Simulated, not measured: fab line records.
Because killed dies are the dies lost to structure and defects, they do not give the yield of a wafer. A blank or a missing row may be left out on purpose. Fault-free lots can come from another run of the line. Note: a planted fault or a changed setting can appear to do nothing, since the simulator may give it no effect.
A struck lot beside a sound one / flow n5-finfet / 36 out of 1938 route steps
Sound: the wafers L739.2, L739.3, L739.5. Wafers struck: L737.1, L737.4, L737.5. The cause comes at the end.
At each step with rows: each side's tool, then ch and its chambers, then its first start. Under that, the readings that differ: sound wafers / struck wafers / difference of the means / sigmas: that difference in standard deviations of wafers without a fault.
alike: a reading whose means differ by less than 2 such deviations, as well as words and numbers matching on both sides. not compared: withheld readings; readings where some wafer has no value; bounds like >300 that might hide an equal value; numbers whose values overlap and for which the record gives no deviation.
Wherever a step has rows on one side only, a row that says differs or no value, or a row with sigmas, the two part there. Numbers that have no deviation but don't overlap get no sigmas and don't part them. A reading that every wafer of one side lacks parts them only if that side has two wafers or more.

first, 9 steps without rows for these wafers: N5_WELL_APT_COAT_19 (resist thk 950 nm); N5_WELL_APT_EBR_21; N5_WELL_APT_SOFTBAKE_20 (time 60 s); N5_WELL_APT_EXPOSE_22 (exposes mask PWELL, defocus 0 nm, target cd 200 nm); N5_WELL_APT_PEB_23 (peb time 90 s); N5_WELL_APT_DEVELOP_24 (develop time 45 s); N5_WELL_APT_HARDBAKE_29 (time 120 s); N5_WELL_APT_DESCUM_30 (chemistry O2, time 7.9 s); N5_WELL_APT_IMPLANT_31.
N5_WELL_APT_IMPLANT_32:
  sound on implanter-01 ch 0, day 4 09:16; struck on implanter-02 ch 0, day 3 21:11
reading=beam-energy-keV; sound=49.994 50.016 50.024; struck=68.460 68.476 68.475; difference=+18.459; sigmas=+99 or more
reading=model.implant.rp-nm (nm); sound=36.3 36.3 36.3; struck=51.57 51.57 51.57; difference=+15.27; sigmas=
reading=model.implant.drp-nm (nm); sound=18.55 18.55 18.55; struck=23.4 23.4 23.4; difference=+4.8; sigmas=
  alike: rotation-deg
then, 25 steps without rows for these wafers: N5_WELL_APT_STRIP_33 (strips in SPM, time 900 s); N5_WELL_APT_RTA_34 (time 10 s); N5_WELL_APT_OXIDE_STRIP_42 (strips SiO2 in dHF, time 45 s, target depth 12 nm); N5_WELL_APT_PRECLEAN_36 (cleans in O3/DIW, time 45 s); N5_WELL_APT_PRECLEAN_39 (cleans in dHF, time 60 s); N5_WELL_APT_SRD_37 (time 30 s); N5_WELL_APT_EPI_41 (deposits Si from SiH4/H2, target thk 50 nm, time 297.7 s); N5_PMOS_HMC_CHANNEL_EPI_HM_DEP_34 (deposits SiO2 from TEOS/O2, target thk 36 nm, time 6.9 s); N5_PMOS_HMC_CHANNEL_EPI_COAT_31 (time 60 s, resist thk 66 nm); N5_PMOS_HMC_CHANNEL_EPI_COAT_03 (resist thk 205 nm); N5_PMOS_HMC_CHANNEL_EPI_EBR_05; N5_PMOS_HMC_CHANNEL_EPI_SOFTBAKE_04 (time 60 s); N5_PMOS_HMC_CHANNEL_EPI_EXPOSE_06 (exposes mask PMOS HMC BLK, target cd 240 nm); N5_PMOS_HMC_CHANNEL_EPI_PEB_07 (peb time 60 s); N5_PMOS_HMC_CHANNEL_EPI_DEVELOP_08 (develop time 30 s); N5_PMOS_HMC_CHANNEL_EPI_DESCUM_14 (chemistry O2, time 7.9 s); N5_PMOS_HMC_CHANNEL_EPI_ETCH_32 (etches BARC in N2/H2, stops on SiO2, target depth 85.8 nm, time 50.3 s); N5_PMOS_HMC_CHANNEL_EPI_HM_OPEN_15 (chemistry CHF3/O2, target SiO2, target depth 40.6 nm, time 20.3 s); N5_PMOS_HMC_CHANNEL_EPI_STRIP_33 (strips in N2/H2); N5_PMOS_HMC_CHANNEL_EPI_STRIP_17 (strips in SPM, time 750 s); N5_PMOS_HMC_CHANNEL_EPI_ETCH_38 (etches SiO2 in CF4, target depth 1.5 nm); N5_PMOS_HMC_CHANNEL_EPI_FIN_RECESS_16 (chemistry HBr/Cl2, target Si, target depth 54 nm, time 18 s); N5_PMOS_HMC_CHANNEL_EPI_PRECLEAN_36 (cleans in O3/DIW, time 45 s); N5_PMOS_HMC_CHANNEL_EPI_PRECLEAN_18 (cleans in DHF, time 30 s); N5_PMOS_HMC_CHANNEL_EPI_SRD_19 (time 30 s).
-- the record jumps here: 9 days lie between the struck wafers' starts before and after (it left off in module PMOS_HMC_CHANNEL_EPI and takes up again in module BEOL_M4, whose first step shown is number 1111 of the route) --
N5_BEOL_M4_RC_MEAS_101:
  sound on prober-01 ch 0, day 13 09:40; struck on prober-02 ch 0, day 12 17:55
reading=CJ_N; sound=4.31 4.26 4.38; struck=3.42 3.26 3.34; difference=-0.98; sigmas=-12
reading=RS_PWELL (ohm/sq); sound=3033 2952 3000; struck=2704 2711 2698; difference=-291; sigmas=-12
reading=SS_N (mV/dec); sound=70.8 70.7 71.8; struck=74.6 71.5 71.8; difference=+1.5; sigmas=+2
  alike: DIBL_N, DIBL_P, IOFF_N, IOFF_P, ION_N, ION_P, SS_P, VT_N, VT_P

== WHERE THEY PART ==
At N5_WELL_APT_IMPLANT_32 first; at N5_BEOL_M4_RC_MEAS_101 last (within this record only).

WHY: what had been put in by the simulator
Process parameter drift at N5_WELL_APT_IMPLANT_32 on implanter-02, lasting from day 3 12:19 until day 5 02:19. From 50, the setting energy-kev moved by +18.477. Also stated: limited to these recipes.
